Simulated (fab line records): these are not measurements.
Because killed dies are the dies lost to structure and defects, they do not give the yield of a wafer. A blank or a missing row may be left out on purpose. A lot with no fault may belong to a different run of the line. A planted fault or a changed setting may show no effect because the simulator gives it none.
Matching of chambers | flow nand harc | NHARC_A_WL_FILL_ALD_00 on ald hk-03 has 4 sister chambers
The step deposits Al2O3, target thk 3 nm, pulse time 3 s, ald cycles 30. 8 wafers are shown with their chamber, then 11 later ones without.

WAFERS WITH THEIR CHAMBER
wafer  | chamber | heater power w (W) | precursor pulse height rel
L079.1 | 2       | 450                | 1.019
L079.6 | 1       | 502                | 1.008
L082.1 | 1       | 522                | 1.011
L082.3 | 2       | 439                | 0.996
L086.2 | 3       | 367                | 0.991
L086.5 | 0       | 446                | 1.018
L086.6 | 3       | 370                | 1.011
L084.1 | 0       | 461                | 1.006

WAFERS WITHOUT THEIR CHAMBER
wafer  | heater power w (W) | precursor pulse height rel
L084.4 | 379                | 0.986
L084.6 | 446                | 1.019
L090.1 | 362                | 1.015
L090.3 | 454                | 0.997
L090.5 | 368                | 1.029
L089.3 | 371                | 0.978
L089.4 | 450                | 0.964
L089.6 | 454                | 1.020
L097.2 | 379                | 0.990
L097.4 | 490                | 0.993
L097.6 | 464                | 0.962

EACH ONE'S CHAMBER
wafer  | from the rows above     | in truth
L084.4 | 3                       | 3
L084.6 | can't be placed: 0 or 2 | 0
L090.1 | 3                       | 3
L090.3 | can't be placed: 0 or 2 | 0
L090.5 | 3                       | 3
L089.3 | 3                       | 3
L089.4 | can't be placed: 2 or 0 | 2
L089.6 | can't be placed: 0 or 2 | 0
L097.2 | 3                       | 3
L097.4 | can't be placed: 1 or 0 | 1
L097.6 | can't be placed: 2 or 0 | 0
Correct placement for 5 of the 11. Not placeable from these rows: 6 (in 6, the candidates include the true chamber). Placed wrongly: 0.
How it was worked out, from the rows above alone: a wafer's distance from a chamber is the root of the sum, over the readings, of the square of ((its reading less the chamber's mean) divided by the reading's scatter). If the next closest chamber is less than 2 further off than the closest, the wafer can't be placed; otherwise it belongs to the closest. For every chamber, the mean is computed from those of its wafers that are shown. The scatter: take each reading less its chamber's mean, square it, sum over the shown wafers, divide by the number of wafers less the number of chambers, and take the root.
